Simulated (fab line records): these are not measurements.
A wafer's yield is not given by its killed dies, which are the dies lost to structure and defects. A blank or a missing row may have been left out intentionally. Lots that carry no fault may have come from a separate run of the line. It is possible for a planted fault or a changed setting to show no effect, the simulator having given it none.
Which of the tools did it? :: flow nand harc :: 18 wafers from 6 lots sampled at 5 of the route's 1159 steps

## WHAT EACH GAUGE READ, for each wafer
NHARC_END_SORT_01.
lot: L842
measured: day 21 13:43
on: prober-02
killed at array: 674 21 673

## EACH LOT AND THE TOOL THAT RAN IT (in order: tool; ch and the chambers of the sampled wafers; start)
lot: L834
NHARC_A_SGD_CUT_ETCHBACK_24: rie diel-05 ch 0,2,3, day 14 10:53
NHARC_A_SLIT_DEP_00: acl dep-02 ch 0, day 14 13:28
NHARC_A_SLIT_ETCH_26: har etch-02 ch 0,1, day 14 21:16
NHARC_A_WL_FILL_ALD_02: ald metal-03 ch 0,1, day 15 06:50

lot: L838
NHARC_A_SGD_CUT_ETCHBACK_24: rie diel-08 ch 1,2,3, day 15 09:49
NHARC_A_SLIT_DEP_00: acl dep-02 ch 0, day 15 10:29
NHARC_A_SLIT_ETCH_26: har etch-02 ch 0,1, day 15 15:38
NHARC_A_WL_FILL_ALD_02: ald metal-02 ch 0,2,3, day 16 01:05

lot: L842
NHARC_A_SGD_CUT_ETCHBACK_24: rie diel-05 ch 0,1,3, day 16 09:50
NHARC_A_SLIT_DEP_00: acl dep-03 ch 0, day 16 14:23
NHARC_A_SLIT_ETCH_26: har etch-01 ch 0,1, day 16 19:01
NHARC_A_WL_FILL_ALD_02: ald metal-02 ch 0,1,2, day 17 04:25

lot: L850
NHARC_A_SGD_CUT_ETCHBACK_24: rie diel-08 ch 0,1,2, day 18 18:10
NHARC_A_SLIT_DEP_00: acl dep-02 ch 0, day 18 19:45
NHARC_A_SLIT_ETCH_26: har etch-02 ch 0,1, day 18 23:57
NHARC_A_WL_FILL_ALD_02: ald metal-03 ch 1,2,3, day 19 09:25

lot: L851
NHARC_A_SGD_CUT_ETCHBACK_24: rie diel-08 ch 0,2, day 19 04:03
NHARC_A_SLIT_DEP_00: acl dep-02 ch 0, day 19 04:55
NHARC_A_SLIT_ETCH_26: har etch-02 ch 0,1, day 19 09:59
NHARC_A_WL_FILL_ALD_02: ald metal-02 ch 0,1,3, day 19 19:25

lot: L856
NHARC_A_SGD_CUT_ETCHBACK_24: rie diel-05 ch 0,2, day 19 23:15
NHARC_A_SLIT_DEP_00: acl dep-03 ch 0, day 20 00:20
NHARC_A_SLIT_ETCH_26: har etch-02 ch 0,1, day 20 07:20
NHARC_A_WL_FILL_ALD_02: ald metal-03 ch 1,2, day 20 15:13
- NHARC_A_SGD_CUT_ETCHBACK_24: etches the open film in CH3F/O2, target depth 50 nm, time 92.857 s.
- NHARC_A_SLIT_DEP_00: deposits aC, target thk 3200 nm.
- NHARC_A_SLIT_ETCH_26: etches the open film in C4F8/O2/Ar, time 90 s, target depth 400 nm.
- NHARC_A_WL_FILL_ALD_02: deposits TiN, target thk 2 nm, pulse time 3 s, ald cycles 100.

## THE ANSWER, worked out from the rows above alone
Rule: what is usual is taken from the lots themselves. The widest of any qualifying gaps counts: lots, ordered by their means at a reading, are off when they make up no more than a third of the lots, leave a main group of 4 or more, and stand apart from it by 3 or more times the standard deviation of that group's means. The tables above print the reading to a certain number of digits; a main group whose means all agree to those digits is not used. Also off: a lot with no number at a reading for which 4 or more lots have one. Any other lot the step has rows for is counted as sound.
No lot is off on any of the readings shown, so nothing can be concluded from this.

## WHAT THE SIMULATOR HAD PUT IN
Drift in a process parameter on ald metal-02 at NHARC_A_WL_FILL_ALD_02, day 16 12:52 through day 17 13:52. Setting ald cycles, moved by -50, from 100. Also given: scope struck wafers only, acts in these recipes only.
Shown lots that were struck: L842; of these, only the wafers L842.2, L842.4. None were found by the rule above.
